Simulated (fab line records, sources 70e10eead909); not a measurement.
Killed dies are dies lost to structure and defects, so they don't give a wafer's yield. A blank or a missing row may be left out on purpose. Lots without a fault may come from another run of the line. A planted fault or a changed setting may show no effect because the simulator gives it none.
Chamber matching | flow nand_harc | NHARC_A_STAIRCASE_ALD_420 on ald_hk-03: 4 sister chambers
The step deposits SiO2, target thk 20 nm, pulse time 6 s, ald cycles 200. 8 wafers are shown with their chamber, then 11 later ones without.

WAFERS WITH THEIR CHAMBER
wafer  | chamber | heater_power_w (W) | precursor_pulse_height_rel
L080.5 | 0       | 466                | 1.022
L080.6 | 1       | 472                | 1.003
L082.2 | 2       | 561                | 0.997
L082.3 | 1       | 459                | 0.990
L082.6 | 2       | 571                | 0.982
L082.4 | 0       | 477                | 1.007
L082.5 | 3       | 450                | 0.995
L087.1 | 3       | 457                | 1.003

WAFERS WITHOUT THEIR CHAMBER
wafer  | heater_power_w (W) | precursor_pulse_height_rel
L087.2 | 451                | 0.967
L087.4 | 559                | 0.997
L085.2 | 456                | 0.965
L085.3 | 550                | 0.999
L085.5 | 460                | 1.006
L090.1 | 453                | 1.001
L090.3 | 573                | 1.001
L090.5 | 567                | 1.018
L094.1 | 480                | 1.044
L094.2 | 562                | 1.010
L094.5 | 543                | 0.991

WHICH CHAMBER EACH WENT THROUGH
wafer  | from the rows above          | in truth
L087.2 | can't be placed: 3 or 1      | 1
L087.4 | 2                            | 2
L085.2 | can't be placed: 1 or 3      | 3
L085.3 | 2                            | 2
L085.5 | can't be placed: 3 or 1 or 0 | 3
L090.1 | can't be placed: 3 or 1      | 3
L090.3 | 2                            | 2
L090.5 | 2                            | 2
L094.1 | 0                            | 0
L094.2 | 2                            | 2
L094.5 | 2                            | 2
Placed correctly: 7 of 11. Can't be placed from these rows: 4 (the true chamber is among the candidates in 4). Placed wrongly: 0.
How it was worked out, from the rows above alone: a wafer's distance from a chamber is the root of the sum, over the readings, of the square of ((its reading less the chamber's mean) divided by the reading's scatter). The wafer belongs to the nearest chamber; if the next one is less than 2 further off, it can't be placed. A chamber's mean is the mean of its shown wafers. The scatter: the root of (the sum of the squares of (reading less its chamber's mean) over the shown wafers, divided by (wafers less chambers)).
